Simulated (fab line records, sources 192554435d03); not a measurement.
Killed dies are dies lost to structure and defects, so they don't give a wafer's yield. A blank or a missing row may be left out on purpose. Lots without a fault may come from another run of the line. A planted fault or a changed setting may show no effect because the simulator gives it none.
Which tool did it? | flow n5_finfet | 24 lots, 72 wafers sampled, at 5 steps of a route of 1938

WHAT THE GAUGES READ, wafer by wafer
N5_ILD0_INSPECT_06: inspects for defects (darkfield).
lot  | measured    | on                | raw_defect_count
L074 | day 3 16:27 | defect_inspect-02 | 31 29 25
L075 | day 4 03:04 | defect_inspect-01 | 39 44 45
L076 | day 4 04:02 | defect_inspect-01 | 28 21 34
L077 | day 4 13:57 | defect_inspect-02 | 22 29 23
L078 | day 4 20:04 | defect_inspect-02 | 15 32 22
L079 | day 5 00:35 | defect_inspect-01 | 45 38 49
L080 | day 5 07:38 | defect_inspect-01 | 34 45 53
L081 | day 5 11:04 | defect_inspect-01 | 5 15 22
L082 | day 5 19:50 | defect_inspect-01 | 50 46 35
L083 | day 6 00:39 | defect_inspect-01 | 22 32 41
L084 | day 6 07:37 | defect_inspect-01 | 29 16 25
L085 | day 6 13:13 | defect_inspect-01 | 38 45 32
L086 | day 6 19:05 | defect_inspect-02 | 43 35 72
L087 | day 7 02:34 | defect_inspect-01 | 20 43 28
L088 | day 7 10:14 | defect_inspect-02 | 50 28 28
L089 | day 7 11:29 | defect_inspect-01 | 55 62 57
L090 | day 7 20:51 | defect_inspect-01 | 32 28 39
L091 | day 8 04:31 | defect_inspect-01 | 41 27 30
L092 | day 8 05:37 | defect_inspect-01 | 28 32 45
L093 | day 8 15:55 | defect_inspect-01 | 37 32 25
L094 | day 8 17:40 | defect_inspect-02 | 28 53 54
L095 | day 8 22:33 | defect_inspect-01 | 21 19 28
L096 | day 9 12:43 | defect_inspect-02 | 39 27 37
L097 | day 9 17:46 | defect_inspect-01 | 14 34 35

N5_SDB_CD_MEAS_11: target cd 50 nm.
lot  | measured    | on        | cd_nm (nm)
L074 | day 3 16:56 | cd_sem-03 | 50.1 51.8 48.9
L075 | day 4 03:32 | cd_sem-01 | 51.7 55.3 52.1
L076 | day 4 04:31 | cd_sem-02 | 53.5 53.7 51.6
L077 | day 4 14:26 | cd_sem-02 | 47.1 51.1 47.0
L078 | day 4 20:34 | cd_sem-03 | 53.5 53.1 52.6
L079 | day 5 00:58 | cd_sem-03 | 50.4 53.0 54.0
L080 | day 5 08:09 | cd_sem-02 | 51.4 49.2 51.0
L081 | day 5 11:32 | cd_sem-01 | 52.0 48.0 47.9
L082 | day 5 20:11 | cd_sem-03 | 47.8 49.9 52.0
L083 | day 6 01:08 | cd_sem-03 | 51.4 54.0 54.7
L084 | day 6 08:06 | cd_sem-01 | 47.6 47.7 49.6
L085 | day 6 13:43 | cd_sem-01 | 49.7 49.9 50.4
L086 | day 6 19:28 | cd_sem-03 | 50.0 50.1 51.7
L087 | day 7 03:03 | cd_sem-02 | 49.5 49.2 50.0
L088 | day 7 10:44 | cd_sem-01 | 49.2 50.4 47.0
L089 | day 7 11:50 | cd_sem-03 | 51.1 49.7 48.9
L090 | day 7 21:20 | cd_sem-01 | 49.7 48.4 51.2
L091 | day 8 04:53 | cd_sem-03 | 50.1 47.8 49.9
L092 | day 8 05:59 | cd_sem-01 | 51.3 51.8 49.6
L093 | day 8 16:24 | cd_sem-01 | 49.1 51.5 51.8
L094 | day 8 18:01 | cd_sem-02 | 49.6 51.1 49.9
L095 | day 8 22:56 | cd_sem-01 | 51.1 51.1 50.2
L096 | day 9 13:06 | cd_sem-01 | 47.9 49.7 51.2
L097 | day 9 18:16 | cd_sem-01 | 50.5 54.6 50.6

N5_SDB_INSPECT_13: inspects for defects (brightfield).
lot  | measured    | on                | raw_defect_count
L074 | day 3 16:59 | defect_inspect-02 | 49 48 65
L075 | day 4 03:36 | defect_inspect-02 | 77 75 149
L076 | day 4 04:34 | defect_inspect-02 | 106 77 60
L077 | day 4 14:29 | defect_inspect-02 | 48 107 54
L078 | day 4 20:37 | defect_inspect-02 | 57 161 153
L079 | day 5 01:01 | defect_inspect-01 | 72 128 61
L080 | day 5 08:13 | defect_inspect-02 | 58 49 89
L081 | day 5 11:36 | defect_inspect-01 | 48 66 53
L082 | day 5 20:15 | defect_inspect-02 | 58 111 55
L083 | day 6 01:11 | defect_inspect-02 | 73 28 84
L084 | day 6 08:09 | defect_inspect-02 | 71 75 51
L085 | day 6 13:46 | defect_inspect-01 | 38 78 87
L086 | day 6 19:31 | defect_inspect-02 | 59 89 67
L087 | day 7 03:06 | defect_inspect-01 | 49 45 44
L088 | day 7 10:47 | defect_inspect-01 | 76 52 71
L089 | day 7 11:53 | defect_inspect-02 | 129 55 102
L090 | day 7 21:23 | defect_inspect-02 | 98 73 76
L091 | day 8 04:56 | defect_inspect-02 | 54 77 129
L092 | day 8 06:02 | defect_inspect-01 | 68 78 85
L093 | day 8 16:28 | defect_inspect-02 | 68 97 64
L094 | day 8 18:04 | defect_inspect-02 | 79 106 75
L095 | day 8 23:00 | defect_inspect-01 | 70 40 57
L096 | day 9 13:09 | defect_inspect-01 | 88 59 87
L097 | day 9 18:19 | defect_inspect-02 | 69 55 29

WHICH TOOL RAN EACH LOT (tool, then ch and the chambers of the sampled wafers, then the start)
lot  | N5_ILD0_CMP_03               | N5_ILD0_CMP_12
L074 | cmp-04 ch 0,1,2, day 3 12:35 | cmp-04 ch 0,1,2, day 3 16:08
L075 | cmp-04 ch 0,1,2, day 3 23:17 | cmp-04 ch 0,3, day 4 02:44
L076 | cmp-01 ch 0,2,3, day 4 00:10 | cmp-01 ch 0,1, day 4 03:44
L077 | cmp-04 ch 1,2,3, day 4 10:10 | cmp-01 ch 0,1, day 4 13:40
L078 | cmp-01 ch 1,2, day 4 15:34   | cmp-04 ch 1,2,3, day 4 19:47
L079 | cmp-01 ch 0,2,3, day 4 20:42 | cmp-01 ch 0,2,3, day 5 00:17
L080 | cmp-03 ch 0,2,3, day 5 03:28 | cmp-03 ch 0,2,3, day 5 07:19
L081 | cmp-03 ch 0,2,3, day 5 07:05 | cmp-03 ch 0,1,3, day 5 10:46
L082 | cmp-01 ch 1,2,3, day 5 15:30 | cmp-03 ch 0,1, day 5 19:31
L083 | cmp-03 ch 0,1,3, day 5 20:34 | cmp-04 ch 0,1,3, day 6 00:20
L084 | cmp-01 ch 0,2,3, day 6 03:35 | cmp-03 ch 0,2,3, day 6 07:17
L085 | cmp-01 ch 0,1,2, day 6 09:22 | cmp-04 ch 0,1,2, day 6 12:54
L086 | cmp-03 ch 0,1,3, day 6 15:14 | cmp-04 ch 0,2, day 6 18:46
L087 | cmp-01 ch 1,2,3, day 6 22:20 | cmp-03 ch 0,2,3, day 7 02:14
L088 | cmp-04 ch 1,3, day 7 06:25   | cmp-03 ch 0,1,3, day 7 09:58
L089 | cmp-04 ch 1,2, day 7 07:34   | cmp-01 ch 0,1, day 7 11:10
L090 | cmp-04 ch 1,2,3, day 7 17:02 | cmp-03 ch 1,2,3, day 7 20:32
L091 | cmp-01 ch 0,1,3, day 8 00:19 | cmp-04 ch 2,3, day 8 04:14
L092 | cmp-04 ch 0,2,3, day 8 01:19 | cmp-04 ch 1,2,3, day 8 05:18
L093 | cmp-03 ch 0,3, day 8 12:04   | cmp-03 ch 0,1,2, day 8 15:40
L094 | cmp-01 ch 0,2,3, day 8 13:52 | cmp-03 ch 0,1,2, day 8 17:25
L095 | cmp-03 ch 1,2,3, day 8 18:16 | cmp-03 ch 0,1,2, day 8 22:16
L096 | cmp-03 ch 0,2, day 9 08:48   | cmp-01 ch 1,2, day 9 12:23
L097 | cmp-01 ch 0,3, day 9 13:48   | cmp-01 ch 0,1,3, day 9 17:31
- N5_ILD0_CMP_03: polishes, stops on SiNx, t overpolish 1.9 s, target thk 197.38 nm.
- N5_ILD0_CMP_12: polishes SiNx, stops on poly-Si, t overpolish 6 s, target thk 17.67 nm.

WHAT THE TOOLS THEMSELVES READ (means of the sampled wafers that have a number; where no wafer has one, the mark that the record gives instead)
N5_ILD0_CMP_03.
lot  | tool   | head_pressure_psi (psi) | motor_current_A (A) | overpolish_run_s (s) | pad_life_wafers | time_to_endpoint_s (s)
L074 | cmp-04 | 4.147                   | 12.0                | 1.898                | 242             | 70
L075 | cmp-04 | 4.149                   | 12.3                | 1.891                | 326             | 70
L076 | cmp-01 | 4.146                   | 12.9                | 1.908                | 1778            | 71
L077 | cmp-04 | 4.151                   | 12.5                | 1.895                | 434             | 70
L078 | cmp-01 | 4.155                   | 12.3                | 1.897                | 1920            | 72
L079 | cmp-01 | 4.152                   | 12.6                | 1.908                | 1970            | 72
L080 | cmp-03 | 4.151                   | 13.4                | 1.905                | 703             | 69
L081 | cmp-03 | 4.149                   | 13.2                | 1.906                | 733             | 67
L082 | cmp-01 | 4.150                   | 12.5                | 1.910                | 2155            | 72
L083 | cmp-03 | 4.144                   | 13.3                | 1.897                | 871             | 63
L084 | cmp-01 | 4.145                   | 12.9                | 1.908                | 2               | 73
L085 | cmp-01 | 4.147                   | 11.6                | 1.897                | 43              | 68
L086 | cmp-03 | 4.146                   | 12.9                | 1.900                | 1040            | 68
L087 | cmp-01 | 4.154                   | 12.3                | 1.907                | 145             | 67
L088 | cmp-04 | 4.143                   | 13.0                | 1.890                | 1034            | 71
L089 | cmp-04 | 4.146                   | 12.7                | 1.892                | 1052            | 72
L090 | cmp-04 | 4.140                   | 12.0                | 1.900                | 1112            | 73
L091 | cmp-01 | 4.149                   | 11.8                | 1.905                | 333             | 70
L092 | cmp-04 | 4.154                   | 12.4                | 1.899                | 1171            | 75
L093 | cmp-03 | 4.156                   | 13.6                | 1.907                | 1388            | 68
L094 | cmp-01 | 4.151                   | 12.9                | 1.901                | 452             | 71
L095 | cmp-03 | 4.150                   | 12.3                | 1.900                | 1424            | 71
L096 | cmp-03 | 4.149                   | 13.6                | 1.896                | 1597            | 69
L097 | cmp-01 | 4.155                   | 12.2                | 1.899                | 619             | 76

N5_ILD0_CMP_12.
lot  | tool   | head_pressure_psi (psi) | motor_current_A (A) | overpolish_run_s (s) | pad_life_wafers | time_to_endpoint_s (s)
L074 | cmp-04 | 2.503                   | 8.8                 | 6.001                | 272             | 27.6
L075 | cmp-04 | 2.496                   | 9.1                 | 5.987                | 372             | 26.1
L076 | cmp-01 | 2.500                   | 7.8                 | 5.993                | 1814            | 28.4
L077 | cmp-01 | 2.501                   | 7.9                 | 5.995                | 1909            | 32.6
L078 | cmp-04 | 2.500                   | 9.5                 | 5.998                | 536             | 26.5
L079 | cmp-01 | 2.498                   | 9.3                 | 6.002                | 2000            | 31.6
L080 | cmp-03 | 2.500                   | 10.1                | 6.004                | 739             | 27.7
L081 | cmp-03 | 2.497                   | 9.6                 | 6.000                | 782             | 25.7
L082 | cmp-03 | 2.501                   | 9.7                 | 6.002                | 864             | 25.7
L083 | cmp-04 | 2.500                   | 9.2                 | 6.003                | 787             | 29.5
L084 | cmp-03 | 2.499                   | 9.7                 | 5.995                | 974             | 30.6
L085 | cmp-04 | 2.499                   | 8.5                 | 6.003                | 913             | 27.4
L086 | cmp-04 | 2.506                   | 8.2                 | 5.994                | 943             | 28.8
L087 | cmp-03 | 2.501                   | 9.8                 | 6.005                | 1124            | 27.9
L088 | cmp-03 | 2.499                   | 9.8                 | 5.997                | 1202            | 27.1
L089 | cmp-01 | 2.508                   | 7.7                 | 6.003                | 248             | 28.3
L090 | cmp-03 | 2.495                   | 9.4                 | 6.009                | 1280            | 26.7
L091 | cmp-04 | 2.499                   | 8.7                 | 5.998                | 1201            | 30.3
L092 | cmp-04 | 2.495                   | 9.0                 | 5.997                | 1207            | 31.3
L093 | cmp-03 | 2.500                   | 9.3                 | 6.001                | 1406            | 26.5
L094 | cmp-03 | 2.497                   | 9.4                 | 6.001                | 1418            | 30.3
L095 | cmp-03 | 2.503                   | 9.2                 | 5.999                | 1472            | 25.8
L096 | cmp-01 | 2.494                   | 9.0                 | 5.996                | 600             | 26.8
L097 | cmp-01 | 2.501                   | 8.3                 | 6.000                | 662             | 29.4

THE ANSWER, worked out from the rows above alone
Rule: what is usual is taken from the lots themselves. Put in order of their means at a reading, lots are off if they are a third of the lots or fewer, leave a main group of 4 or more, and stand apart from it by a gap of 3 or more times the standard deviation of the main group's means; of several such gaps the widest counts. A main group whose means are all the same, to the digits that the tables above print for the reading, isn't used. A lot without any number at a reading at which 4 lots or more have one is off too. The other lots that the step has rows for count as sound. The gauges are gone through in route order, then the tools' own readings, and for those a lot's mean is taken as printed above. The first step at which some lot is off is used, and at that step the reading that is off furthest; a lot without a number counts as furthest.
No lot is off at any reading shown: from this, nothing can be told.

WHAT THE SIMULATOR HAD PUT IN
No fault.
